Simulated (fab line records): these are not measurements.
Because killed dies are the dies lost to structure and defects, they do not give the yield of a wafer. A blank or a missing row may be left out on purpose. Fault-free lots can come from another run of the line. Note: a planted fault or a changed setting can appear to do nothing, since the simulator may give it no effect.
2 desks, one fault ; flow n5 finfet ; only its own numbers are on each desk; what lay behind them is given at the end

METROLOGY DESK
Means of the sampled wafers that have a number, per lot and without regard to the tool the lot ran on: this is what the gauges read. A lot is out of limits, marked OUT, if its mean lies more than 4 standard deviations from the usual mean; the brackets give that distance.
Columns: A = thk nm at N5_SD_EPI_N_EPI_MEAS_23, usual 59.1 nm
lot;first seen here;A
L452;day 3 03:56;58.3
L454;day 3 17:18;58.3
L457;day 4 12:02;59.1
L458;day 4 17:14;58.6
L463;day 6 00:26;59.0
L466;day 6 18:11;59.2
L469;day 7 11:38;57.9
L470;day 7 17:55;58.9
L472;day 8 03:18;59.3
L473;day 8 11:25;60.0
L474;day 8 18:10;59.4
L475;day 8 23:03;59.6
Result from this desk: across the 12 lots, nothing is out of limits.

TOOL OWNER'S DESK, rie si-06
The tool's own readings at N5_SD_EPI_P_SD_RECESS_17 (chemistry HBr/Cl2/O2, target depth 39.1 nm, bt time 3 s): means of the sampled wafers that have a number, for each lot that ran on this tool. A lot is out of limits, marked OUT, if its mean lies more than 4 standard deviations from the usual mean; the brackets give that distance.
Columns: A = drypump motor current A at N5_SD_EPI_P_SD_RECESS_17, usual 5.69 A; B = oes product au at N5_SD_EPI_P_SD_RECESS_17, usual 1.003 a.u.; C = throttle valve pct at N5_SD_EPI_P_SD_RECESS_17, usual 36.9 %
lot;first seen here;A;B;C
L454;day 3 19:13;5.56;1.008;36.9
L457;day 4 13:46;5.61;1.017;36.6
L458;day 4 18:58;5.71;1.005;37.0
L463;day 6 02:10;5.69;1.053;36.9
L466;day 6 19:48;5.70;1.052;36.9
L469;day 7 13:14;5.68;1.085 (+5.8) OUT;36.5
Finding of this desk: L469 out of limits; the first was L469 at day 7 13:14, on oes product au at N5_SD_EPI_P_SD_RECESS_17. In limits: L454, L457, L458, L463, L466.

BROUGHT TOGETHER
On L469, at day 7 13:14, an alarm was possible from the tool owner's desk.
Metrology desk: nothing out of limits seen.
The metrology desk has L469 on record, within its limits.
The lots listed all ran N5_SD_EPI_P_SD_RECESS_17 on rie si-06.

WHAT HAD BEEN PUT IN BY THE SIMULATOR
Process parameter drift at N5_SD_EPI_P_SD_RECESS_17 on rie si-06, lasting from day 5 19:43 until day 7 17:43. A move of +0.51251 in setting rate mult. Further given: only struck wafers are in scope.
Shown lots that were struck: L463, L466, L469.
Hours from the fault's start to each desk's first reading out of limits: the tool owner's desk, 42.
